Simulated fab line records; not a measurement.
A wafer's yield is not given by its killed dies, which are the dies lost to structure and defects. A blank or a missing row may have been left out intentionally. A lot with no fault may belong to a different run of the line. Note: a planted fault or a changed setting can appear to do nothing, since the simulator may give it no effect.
Split-lot experiment | flow n5Finfet | route with 1938 steps; 7 lots, 21 wafers read

== THE SPLIT ITSELF ==
At N5_MOL_CONTACT_COAG_SPUTTER_143 (material Co, target thk 2.5 nm), the setting targetThkA was moved away from the recipe's 25 angstrom on 6 of the 21 wafers read, by -12.3% to +9.0%. For the rest of the wafers, this setting stayed at what the recipe calls for.

The reading comes from the split's own step.

== THE READING ==
Co_of_MOL_CONTACT_COAG_SPUTTER_143.thkNm (the simulator's own value, which no gauge read), in nm, at N5_MOL_CONTACT_COAG_SPUTTER_143 (material Co, target thk 2.5 nm). There is no usual value for it anywhere in the file. Across the 15 wafers here that went through the recipe, the average is 2.4 nm and the standard deviation 0.13 nm.

wafer  | tool, chamber at the split | targetThkA as run, angstrom | against the recipe | Co_of_MOL_CONTACT_COAG_SPUTTER_143.thkNm, nm | against lot-mates on the recipe
L075.1 | pvdSputter-03, -           | 25                          | recipe             | 2.6                                          | -
L075.2 | pvdSputter-03, -           | 25                          | recipe             | 2.6                                          | -
L075.5 | pvdSputter-03, -           | 25                          | recipe             | 2.6                                          | -
L080.1 | pvdSputter-01, -           | 25                          | recipe             | 2.4                                          | -
L080.3 | pvdSputter-01, -           | 25                          | recipe             | 2.4                                          | -
L080.4 | pvdSputter-01, -           | 21.93                       | -12.3%             | 2.2                                          | -0.2
L086.2 | pvdSputter-01, -           | 25                          | recipe             | 2.4                                          | -
L086.3 | pvdSputter-01, -           | 25                          | recipe             | 2.4                                          | -
L086.4 | pvdSputter-01, -           | 25                          | recipe             | 2.4                                          | -
L087.1 | pvdSputter-02, -           | 23.83                       | -4.7%              | 2.4                                          | -0.2
L087.3 | pvdSputter-02, -           | 25                          | recipe             | 2.6                                          | -
L087.5 | pvdSputter-02, -           | 25                          | recipe             | 2.6                                          | -
L093.1 | pvdSputter-02, -           | 27.25                       | +9.0%              | 2.6                                          | +0.2
L093.6 | pvdSputter-02, -           | 27.25                       | +9.0%              | 2.6                                          | +0.2
L093.4 | pvdSputter-02, -           | 25                          | recipe             | 2.4                                          | -
L095.1 | pvdSputter-01, -           | 25                          | recipe             | 2.4                                          | -
L095.4 | pvdSputter-01, -           | 21.97                       | -12.1%             | 2                                            | -0.4
L095.6 | pvdSputter-01, -           | 21.97                       | -12.1%             | 2                                            | -0.4
L097.1 | pvdSputter-02, -           | 25                          | recipe             | 2.2                                          | -
L097.5 | pvdSputter-02, -           | 25                          | recipe             | 2.2                                          | -
L097.4 | pvdSputter-02, -           | 25                          | recipe             | 2.4                                          | -

THE FIT
A straight line over all 21 wafers: Co_of_MOL_CONTACT_COAG_SPUTTER_143.thkNm changes by +0.0261 nm for each +1% of targetThkA; r = +0.76; the points scatter about the line by 0.13 nm.
The same after taking each lot's own level away (the mean of its wafers on the recipe; 21 wafers): +0.0262 nm for each +1%; r = +0.93; scatter 0.057 nm.
On that fit, the largest move of targetThkA shifts the reading by 0.32 nm.
The span of the lots' own levels, 2.27 to 2.60 nm, comes to 2.6 times the standard deviation stated above.
So the lot-to-lot level blurs the effect unless lot-mates are compared.
Check: -0.376 nm against its lot-mates is what the line predicts for one of the wafers moved furthest among these (-12.3%) when that wafer is left out of the fit. It came out at -0.2 nm against them.

== ADDITIONAL SPLITS CARRIED BY THESE WAFERS ==
Note: prior to the reading, these wafers also went through further splits. Each is held against what the fit with the lots' levels taken away leaves over:
other split on the same wafers    | wafers away from the commonest value | r with Co_of_MOL_CONTACT_COAG_SPUTTER_143.thkNm (lot level and that fit taken away)
N5_SD_EPI_P_EPI_21 epiGrowthTimeS | 8                                    | +0.05
N5_SDB_CUT_ETCH_26 icpW           | 8                                    | +0.11

== THE FILE'S OWN FIT ==
Co_of_MOL_CONTACT_COAG_SPUTTER_143.thkNm changes by +0.0251 nm for each +1% of targetThkA, r = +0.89.
